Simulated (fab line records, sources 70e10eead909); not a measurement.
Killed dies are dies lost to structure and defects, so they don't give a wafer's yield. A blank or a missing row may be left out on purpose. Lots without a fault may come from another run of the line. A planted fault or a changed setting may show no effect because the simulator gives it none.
A struck lot beside a sound one | flow nand_harc | 39 steps out of a route of 1159
Sound: wafers L639.1, L639.2, L639.3. Struck: wafers L643.2, L643.4, L643.5. The cause comes at the end.
At each step with rows: each side's tool, then ch and its chambers, then its first start. Under that, the readings that differ: sound wafers | struck wafers | difference of the means | sigmas: that difference in standard deviations of wafers without a fault.
alike: readings whose means differ by less than 2 such deviations, and words and numbers that are the same on both sides. not compared: withheld readings, readings that some wafer has no value for, bounds like >300 that may hide the same value, and numbers for which the record gives no deviation and whose values overlap.
The two part at a step that has a row with sigmas, a row that says differs or no value, or rows on one side only. Numbers that don't overlap but have no deviation are shown without sigmas and don't part them. A reading that every wafer of one side lacks parts them only if that side has two wafers or more.

first, 12 steps without rows for these wafers: NHARC_A_STAIRCASE_STRIP_254 (strips in O2); NHARC_A_STAIRCASE_STRIP_255 (strips in SPM, time 900 s); NHARC_A_STAIRCASE_PRECLEAN_256 (cleans in SC1); NHARC_A_STAIRCASE_SRD_257; NHARC_A_STAIRCASE_HM_DEP_456 (deposits aC, target thk 1500 nm); NHARC_A_STAIRCASE_DEP_259 (deposits SiON, target thk 30 nm); NHARC_A_STAIRCASE_DEHYDRATE_281 (time 120 s); NHARC_A_STAIRCASE_HMDS_282 (time 30 s); NHARC_A_STAIRCASE_COAT_283; NHARC_A_STAIRCASE_SOFTBAKE_284 (time 170 s); NHARC_A_STAIRCASE_EBR_285; NHARC_A_STAIRCASE_EXPOSE_286 (exposes mask CHOP 100).
NHARC_A_STAIRCASE_PEB_287: peb time 130 s.
  sound on litho_track-05 ch 0, day 12 03:14; struck on litho_track-07, day 13 00:46
  no value came back on the struck wafers for chill_plate_temp_C (C), exhaust_pa (Pa), heater_power_total_W (W); on the sound wafers chill_plate_temp_C (C) reads 23.13 22.98 22.92
then, 7 steps without rows for these wafers: NHARC_A_STAIRCASE_DEVELOP_288 (time 140 s); NHARC_A_STAIRCASE_HARDBAKE_290 (time 140 s); NHARC_A_STAIRCASE_DESCUM_291 (chemistry O2, time 3 s); NHARC_A_STAIRCASE_ETCH_292 (etches the open film in CF4/CHF3); NHARC_A_STAIRCASE_HM_OPEN_460 (chemistry O2/COS); NHARC_A_STAIRCASE_STRIP_461 (strips in O2/COS); NHARC_A_STAIRCASE_ETCH_452 (etches the open film in CF4/O2, target depth 30 nm, overetch 3 nm, time 16.5 s).
NHARC_A_STAIRCASE_ETCH_294: etches the open film in C4F8/O2/Ar, target depth 4992 nm, time 1212.4 s.
  sound on rie_diel-02 ch 0,1,3; struck on rie_diel-01 ch 1,2
  alike: chamber_pressure_mTorr, oes_product_au, rf_vpp_V
  not compared: rf_hours_counter_h
NHARC_A_STAIRCASE_STRIP_295: strips in O2.
  sound on rie_diel-02 ch 0,1,2; struck on rie_diel-01 ch 1,2
  reading      | sound          | struck         | difference | sigmas
  rf_vpp_V (V) | 59.5 57.2 58.4 | 55.3 57.4 56.8 | -1.9       | -2
  alike: chamber_pressure_mTorr, drypump_motor_current_A, oes_product_au, showerhead_plenum_p_Torr, throttle_valve_pct
  not compared: rf_hours_counter_h
then, 3 steps without rows for these wafers: NHARC_A_STAIRCASE_STRIP_296 (strips in SPM, time 900 s); NHARC_A_STAIRCASE_PRECLEAN_297 (cleans in SC1); NHARC_A_STAIRCASE_SRD_298.
NHARC_A_STAIRCASE_HM_DEP_462: deposits aC, target thk 800 nm.
  sound on acl_dep-02 ch 0, day 12 09:26; struck on acl_dep-02 ch 0, day 13 07:26
  alike: throttle_valve_pct
NHARC_A_STAIRCASE_DEP_301: deposits SiON, target thk 30 nm.
  sound on pecvd-01 ch 0,1,2, day 12 11:18; struck on pecvd-04 ch 0,1,2, day 13 08:59
  alike: heater_power_w
then, 10 steps without rows for these wafers: NHARC_A_STAIRCASE_DEHYDRATE_302 (time 120 s); NHARC_A_STAIRCASE_HMDS_303 (time 30 s); NHARC_A_STAIRCASE_COAT_304; NHARC_A_STAIRCASE_SOFTBAKE_305 (time 170 s); NHARC_A_STAIRCASE_EBR_306; NHARC_A_STAIRCASE_EXPOSE_307 (exposes mask CHOP 50); NHARC_A_STAIRCASE_PEB_308 (peb time 130 s); NHARC_A_STAIRCASE_DEVELOP_309 (time 140 s); NHARC_A_STAIRCASE_HARDBAKE_311 (time 140 s); NHARC_A_STAIRCASE_DESCUM_312 (chemistry O2, time 3 s).
NHARC_A_STAIRCASE_ETCH_313: etches the open film in CF4/CHF3.
  sound on rie_diel-01 ch 0,1,3, day 12 12:22; struck on rie_diel-01 ch 0,3, day 13 10:03
  alike: chamber_pressure_mTorr, drypump_motor_current_A, oes_product_au, rf_vpp_V, showerhead_plenum_p_Torr, throttle_valve_pct
  not compared: rf_hours_counter_h
then, 1 step without rows for these wafers: NHARC_A_STAIRCASE_HM_OPEN_463 (chemistry O2/COS).

WHERE THEY PART
First at NHARC_A_STAIRCASE_PEB_287; last, within this record, at NHARC_A_STAIRCASE_STRIP_295. Later steps at which nothing parts them and some readings are alike: NHARC_A_STAIRCASE_HM_DEP_462, NHARC_A_STAIRCASE_DEP_301, NHARC_A_STAIRCASE_ETCH_313.

WHY: what the simulator had put in
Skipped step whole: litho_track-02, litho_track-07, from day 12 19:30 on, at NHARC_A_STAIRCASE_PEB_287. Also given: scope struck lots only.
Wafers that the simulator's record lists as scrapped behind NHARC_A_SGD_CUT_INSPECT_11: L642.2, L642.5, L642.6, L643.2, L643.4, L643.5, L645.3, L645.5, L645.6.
